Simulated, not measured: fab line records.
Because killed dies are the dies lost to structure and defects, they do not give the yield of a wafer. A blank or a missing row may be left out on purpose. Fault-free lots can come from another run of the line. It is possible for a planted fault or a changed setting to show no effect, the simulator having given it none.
One fault seen from 2 desks / flow n5 finfet / what lay behind the numbers comes last; until then each desk has only its own

AT THE TOOL OWNER'S DESK: pecvd-02
The tool's own readings at N5_BEOL_M1_DEP_57 (deposits SiCN from 3MS/NH3, target thk 8 nm, time 14 s): means of the sampled wafers that have a number, for each lot that ran on this tool. Marked OUT: a lot whose mean sits more than 4 standard deviations from the usual mean, which makes it out of limits; the brackets give that distance.
Columns: A = chamber pressure Torr at N5_BEOL_M1_DEP_57, usual 3.000 Torr; B = showerhead plenum p Torr at N5_BEOL_M1_DEP_57, usual 3.672 Torr; C = throttle valve pct at N5_BEOL_M1_DEP_57, usual 9.1 %
lot=L119; first seen here=day 6 21:34; A=3.002; B=3.648; C=8.7
lot=L120; first seen here=day 7 03:09; A=3.003; B=3.651; C=8.8
lot=L122; first seen here=day 7 19:18; A=2.998; B=3.649; C=8.8
Finding of this desk: none of the 3 lots has anything out of limits.

THE METROLOGY DESK
What the gauges read, lot by lot, whatever tool the lot ran on: means of the sampled wafers that have a number. Marked OUT: a lot whose mean sits more than 4 standard deviations from the usual mean, which makes it out of limits; the brackets give that distance.
Columns: A = M1_THK at N5_BEOL_M1_THK_MEAS_53, usual 39.5 nm; B = M1_RS at N5_BEOL_M1_RS_MEAS_58, usual 0.68 ohm/sq
lot=L117; first seen here=day 6 18:20; A=40.5; B=0.66
lot=L119; first seen here=day 6 21:22; A=40.1; B=0.68
lot=L120; first seen here=day 7 02:56; A=39.2; B=0.68
lot=L122; first seen here=day 7 19:02; A=40.0; B=0.67
lot=L128; first seen here=day 9 06:18; A=37.9; B=0.71
lot=L140; first seen here=day 12 02:41; A=37.8; B=0.72
Finding of this desk: none of the 6 lots has anything out of limits.

PUT TOGETHER
The tool owner's desk saw nothing out of limits.
Metrology desk: nothing out of limits seen.

WHAT THE SIMULATOR HAD PUT IN
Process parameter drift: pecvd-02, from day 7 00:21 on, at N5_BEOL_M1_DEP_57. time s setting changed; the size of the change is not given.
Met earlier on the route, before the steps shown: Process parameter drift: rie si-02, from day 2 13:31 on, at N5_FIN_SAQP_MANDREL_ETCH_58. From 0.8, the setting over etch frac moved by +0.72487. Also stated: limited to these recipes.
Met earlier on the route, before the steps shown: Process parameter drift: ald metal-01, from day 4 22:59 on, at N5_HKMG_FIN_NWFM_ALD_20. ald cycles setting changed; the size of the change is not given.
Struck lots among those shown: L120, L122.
